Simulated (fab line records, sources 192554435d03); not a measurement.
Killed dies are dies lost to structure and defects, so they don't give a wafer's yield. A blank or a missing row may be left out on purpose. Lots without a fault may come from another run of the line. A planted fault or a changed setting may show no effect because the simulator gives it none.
Which tool did it? | flow n5_finfet | 24 lots, 72 wafers sampled, at 6 steps of a route of 1938

WHAT THE GAUGES READ, wafer by wafer
N5_ZERO_LAYER_INSPECT_20: inspects for defects (darkfield). Usual: raw_defect_count 38, standard deviation 18.
lot  | measured    | on                | raw_defect_count | flag
L074 | day 1 13:15 | defect_inspect-01 | 19 18 16         |
L075 | day 1 19:38 | defect_inspect-02 | 39 87 49         |
L076 | day 2 01:16 | defect_inspect-02 | 75 71 32         |
L077 | day 2 07:41 | defect_inspect-01 | 34 40 28         |
L078 | day 2 13:16 | defect_inspect-01 | 64 37 36         |
L079 | day 2 19:17 | defect_inspect-02 | 26 51 43         |
L080 | day 3 01:36 | defect_inspect-01 | 76 63 42         |
L081 | day 3 07:19 | defect_inspect-02 | 32 37 45         |
L082 | day 3 13:35 | defect_inspect-02 | 38 27 50         |
L083 | day 3 19:16 | defect_inspect-01 | 42 54 50         |
L084 | day 4 01:27 | defect_inspect-02 | 45 23 28         |
L085 | day 4 07:26 | defect_inspect-02 | 37 28 65         |
L086 | day 4 13:18 | defect_inspect-01 | 40 36 34         |
L087 | day 4 19:15 | defect_inspect-01 | 29 58 28         |
L088 | day 5 01:49 | defect_inspect-01 | 36 28 17         |
L089 | day 5 07:23 | defect_inspect-01 | 23 52 41         |
L090 | day 5 13:34 | defect_inspect-01 | 29 28 17         |
L091 | day 5 19:23 | defect_inspect-01 | 25 22 29         |
L092 | day 6 01:34 | defect_inspect-01 | 26 48 49         |
L093 | day 6 07:15 | defect_inspect-01 | 25 21 45         |
L094 | day 6 13:15 | defect_inspect-01 | 46 47 39         |
L095 | day 6 19:15 | defect_inspect-02 | 38 42 23         |
L096 | day 7 01:15 | defect_inspect-02 | 30 37 49         |
L097 | day 7 07:34 | defect_inspect-01 | 33 23 23         |

N5_WELL_APT_CD_MEAS_25: target cd 200 nm. Usual: cd_nm 200.5 nm, standard deviation 1.5.
lot  | measured    | on        | cd_nm (nm)        | flag
L074 | day 1 14:41 | cd_sem-01 | 200.1 201.8 199.1 |
L075 | day 1 21:25 | cd_sem-03 | 199.0 199.7 199.9 |
L076 | day 2 03:58 | cd_sem-02 | 200.0 199.1 200.7 |
L077 | day 2 09:14 | cd_sem-03 | 198.2 200.7 201.6 |
L078 | day 2 15:07 | cd_sem-01 | 200.2 199.6 199.2 |
L079 | day 2 20:50 | cd_sem-02 | 202.0 202.4 202.0 |
L080 | day 3 03:13 | cd_sem-02 | 198.7 197.2 195.8 |
L081 | day 3 08:44 | cd_sem-03 | 202.3 201.5 199.3 |
L082 | day 3 15:03 | cd_sem-02 | 198.7 200.1 200.9 |
L083 | day 3 20:44 | cd_sem-02 | 200.9 201.5 202.0 |
L084 | day 4 03:01 | cd_sem-02 | 198.6 200.8 200.9 |
L085 | day 4 09:01 | cd_sem-01 | 198.4 201.4 199.8 |
L086 | day 4 14:53 | cd_sem-02 | 199.8 201.7 201.5 |
L087 | day 4 20:47 | cd_sem-01 | 201.0 201.7 202.0 |
L088 | day 5 03:22 | cd_sem-01 | 201.2 199.7 202.6 |
L089 | day 5 08:56 | cd_sem-02 | 202.6 202.1 201.7 |
L090 | day 5 15:08 | cd_sem-03 | 199.7 200.6 200.6 |
L091 | day 5 21:04 | cd_sem-01 | 197.5 198.3 197.9 |
L092 | day 6 03:10 | cd_sem-01 | 199.4 198.5 201.8 |
L093 | day 6 08:43 | cd_sem-03 | 201.5 200.8 200.0 |
L094 | day 6 14:56 | cd_sem-01 | 199.7 200.5 200.5 |
L095 | day 6 20:48 | cd_sem-03 | 200.3 199.8 201.4 |
L096 | day 7 03:02 | cd_sem-02 | 198.8 200.5 201.3 |
L097 | day 7 09:09 | cd_sem-01 | 203.9 202.7 202.9 |

N5_FIN_SAQP_THK_MEAS_07. Usual: thk_nm 59.8 nm, standard deviation 0.68.
lot  | measured    | on            | thk_nm (nm)    | flag
L074 | day 1 21:29 | film_metro-02 | 58.9 59.5 59.8 |
L075 | day 2 04:34 | film_metro-01 | 60.6 61.3 60.8 |
L076 | day 2 10:28 | film_metro-02 | 59.4 59.9 59.9 |
L077 | day 2 15:11 | film_metro-01 | 60.1 58.9 60.8 |
L078 | day 2 22:27 | film_metro-01 | 60.2 61.0 60.0 |
L079 | day 3 03:52 | film_metro-01 | 59.5 60.6 60.5 |
L080 | day 3 10:18 | film_metro-01 | 59.4 60.5 59.3 |
L081 | day 3 15:53 | film_metro-01 | 59.3 60.5 59.8 |
L082 | day 3 22:50 | film_metro-02 | 60.4 60.3 60.7 |
L083 | day 4 02:50 | film_metro-02 | 57.8 59.8 59.1 |
L084 | day 4 10:03 | film_metro-01 | 59.0 60.3 60.7 |
L085 | day 4 15:48 | film_metro-02 | 60.0 60.3 60.6 |
L086 | day 4 21:07 | film_metro-01 | 59.9 60.4 59.4 |
L087 | day 5 04:57 | film_metro-01 | 60.1 59.9 61.2 |
L088 | day 5 09:55 | film_metro-01 | 58.8 59.1 60.5 |
L089 | day 5 15:54 | film_metro-01 | 59.3 60.4 60.4 |
L090 | day 5 21:57 | film_metro-02 | 59.5 58.6 60.1 |
L091 | day 6 04:33 | film_metro-02 | 59.1 59.3 59.5 |
L092 | day 6 10:14 | film_metro-02 | 60.5 60.5 60.6 |
L093 | day 6 15:31 | film_metro-02 | 59.5 58.8 59.8 |
L094 | day 6 21:43 | film_metro-02 | 59.7 60.2 60.1 |
L095 | day 7 03:37 | film_metro-01 | 58.8 59.5 59.1 |
L096 | day 7 09:05 | film_metro-01 | 59.1 58.7 60.0 |
L097 | day 7 15:14 | film_metro-02 | 59.2 59.4 60.4 |

N5_FIN_SAQP_CD_MEAS_16: target cd 35.6 nm. Usual: cd_nm 35.69 nm, standard deviation 0.28.
lot  | measured    | on        | cd_nm (nm)        | flag
L074 | day 1 21:58 | cd_sem-02 | 35.56 35.66 35.59 |
L075 | day 2 05:03 | cd_sem-03 | 35.85 35.89 35.82 |
L076 | day 2 10:50 | cd_sem-01 | 36.03 35.65 35.80 |
L077 | day 2 15:32 | cd_sem-01 | 35.82 36.15 35.99 |
L078 | day 2 22:49 | cd_sem-03 | 35.16 35.59 35.74 |
L079 | day 3 04:22 | cd_sem-02 | 35.17 35.04 35.03 |
L080 | day 3 10:40 | cd_sem-01 | 35.97 35.97 35.78 |
L081 | day 3 16:22 | cd_sem-01 | 35.64 35.55 35.59 |
L082 | day 3 23:20 | cd_sem-01 | 35.66 35.39 35.40 |
L083 | day 4 03:20 | cd_sem-02 | 35.65 35.45 35.58 |
L084 | day 4 10:32 | cd_sem-02 | 35.86 35.68 35.78 |
L085 | day 4 16:11 | cd_sem-02 | 35.81 35.85 35.78 |
L086 | day 4 21:37 | cd_sem-02 | 35.37 36.10 35.44 |
L087 | day 5 05:19 | cd_sem-02 | 35.64 35.65 35.65 |
L088 | day 5 10:25 | cd_sem-02 | 35.63 35.40 35.59 |
L089 | day 5 16:16 | cd_sem-01 | 35.35 35.70 35.62 |
L090 | day 5 22:26 | cd_sem-03 | 36.32 35.69 35.99 |
L091 | day 6 05:02 | cd_sem-01 | 36.08 35.74 35.95 |
L092 | day 6 10:36 | cd_sem-03 | 35.96 35.74 35.76 |
L093 | day 6 16:01 | cd_sem-01 | 35.85 35.81 35.60 |
L094 | day 6 22:12 | cd_sem-03 | 35.26 35.31 34.95 |
L095 | day 7 04:07 | cd_sem-02 | 35.95 35.62 35.92 |
L096 | day 7 09:34 | cd_sem-02 | 35.65 35.48 35.61 |
L097 | day 7 15:43 | cd_sem-01 | 36.11 35.94 35.60 |

N5_FIN_SAQP_OVL_MEAS_17. Usual: FIN_CORE_OVL 0.3 nm, standard deviation 0.79.
lot  | measured    | on         | FIN_CORE_OVL (nm) | flag
L074 | day 1 22:01 | overlay-01 | 1.7 -0.7 -0.7     |
L075 | day 2 05:05 | overlay-02 | -0.5 0.0 -0.9     |
L076 | day 2 10:52 | overlay-01 | 0.4 0.8 1.1       |
L077 | day 2 15:35 | overlay-01 | -0.6 -0.9 -0.5    |
L078 | day 2 22:51 | overlay-02 | -0.3 0.2 1.0      |
L079 | day 3 04:25 | overlay-02 | 0.8 0.8 2.1       |
L080 | day 3 10:42 | overlay-01 | -0.5 0.3 1.3      |
L081 | day 3 16:25 | overlay-01 | 0.4 -0.7 -0.5     |
L082 | day 3 23:22 | overlay-02 | 1.8 1.1 1.7       |
L083 | day 4 03:22 | overlay-02 | -0.9 -0.6 0.2     |
L084 | day 4 10:34 | overlay-01 | -0.6 1.1 -0.3     |
L085 | day 4 16:14 | overlay-01 | -0.3 0.6 0.5      |
L086 | day 4 21:38 | overlay-01 | 1.7 -0.2 1.4      |
L087 | day 5 05:20 | overlay-02 | 0.9 1.3 1.6       |
L088 | day 5 10:27 | overlay-02 | -0.1 -0.2 1.0     |
L089 | day 5 16:18 | overlay-02 | 1.4 1.0 1.2       |
L090 | day 5 22:28 | overlay-01 | 1.5 0.6 0.0       |
L091 | day 6 05:05 | overlay-01 | 0.1 1.0 -0.2      |
L092 | day 6 10:38 | overlay-02 | 1.4 -0.2 0.5      |
L093 | day 6 16:04 | overlay-02 | -0.2 0.1 -0.3     |
L094 | day 6 22:14 | overlay-02 | -0.2 0.9 0.2      |
L095 | day 7 04:09 | overlay-01 | -0.2 -0.5 -0.2    |
L096 | day 7 09:36 | overlay-01 | 1.2 -1.0 0.2      |
L097 | day 7 15:46 | overlay-02 | 0.1 -0.1 1.8      |

N5_FIN_SAQP_INSPECT_18: inspects for defects (brightfield). Usual: raw_defect_count 392, standard deviation 100.
lot  | measured    | on                | raw_defect_count | flag
L074 | day 1 22:02 | defect_inspect-01 | 256 348 328      |
L075 | day 2 05:07 | defect_inspect-01 | 265 371 347      |
L076 | day 2 10:53 | defect_inspect-02 | 377 349 296      |
L077 | day 2 15:36 | defect_inspect-01 | 293 276 376      |
L078 | day 2 22:52 | defect_inspect-01 | 334 352 280      |
L079 | day 3 04:26 | defect_inspect-01 | 252 374 368      |
L080 | day 3 10:43 | defect_inspect-01 | 316 532 397      |
L081 | day 3 16:26 | defect_inspect-02 | 417 279 295      |
L082 | day 3 23:23 | defect_inspect-02 | 403 372 629      |
L083 | day 4 03:23 | defect_inspect-01 | 426 576 530      |
L084 | day 4 10:36 | defect_inspect-02 | 562 504 337      |
L085 | day 4 16:15 | defect_inspect-01 | 354 281 314      |
L086 | day 4 21:40 | defect_inspect-02 | 470 420 387      |
L087 | day 5 05:22 | defect_inspect-02 | 304 605 398      |
L088 | day 5 10:29 | defect_inspect-01 | 317 274 329      |
L089 | day 5 16:19 | defect_inspect-01 | 448 267 540      |
L090 | day 5 22:30 | defect_inspect-02 | 482 334 412      |
L091 | day 6 05:06 | defect_inspect-02 | 678 713 470      |
L092 | day 6 10:39 | defect_inspect-01 | 544 335 382      |
L093 | day 6 16:06 | defect_inspect-02 | 360 325 407      |
L094 | day 6 22:16 | defect_inspect-02 | 479 563 548      |
L095 | day 7 04:10 | defect_inspect-02 | 238 345 419      |
L096 | day 7 09:38 | defect_inspect-02 | 401 415 645      |
L097 | day 7 15:47 | defect_inspect-02 | 268 310 382      |

WHICH TOOL RAN EACH LOT (tool, then ch and the chambers of the sampled wafers, then the start)
The record holds no process step before these readings.

WHAT THE TOOLS THEMSELVES READ (means of the sampled wafers that have a number; where no wafer has one, the mark that the record gives instead)
The record holds no such reading with a usual standard deviation.

THE ANSWER, worked out from the rows above alone
Rule: a lot is off if the mean of its wafers that have a number lies more than 3 standard deviations from the usual mean. A lot without any number at a reading at which 4 lots or more have one is off too. The other lots that the step has rows for count as sound. The gauges are gone through in route order, then the tools' own readings, and for those a lot's mean is taken as printed above. The first step at which some lot is off is used, and at that step the reading that is off furthest; a lot without a number counts as furthest.
No lot is off at any reading shown: from this, nothing can be told.

WHAT THE SIMULATOR HAD PUT IN
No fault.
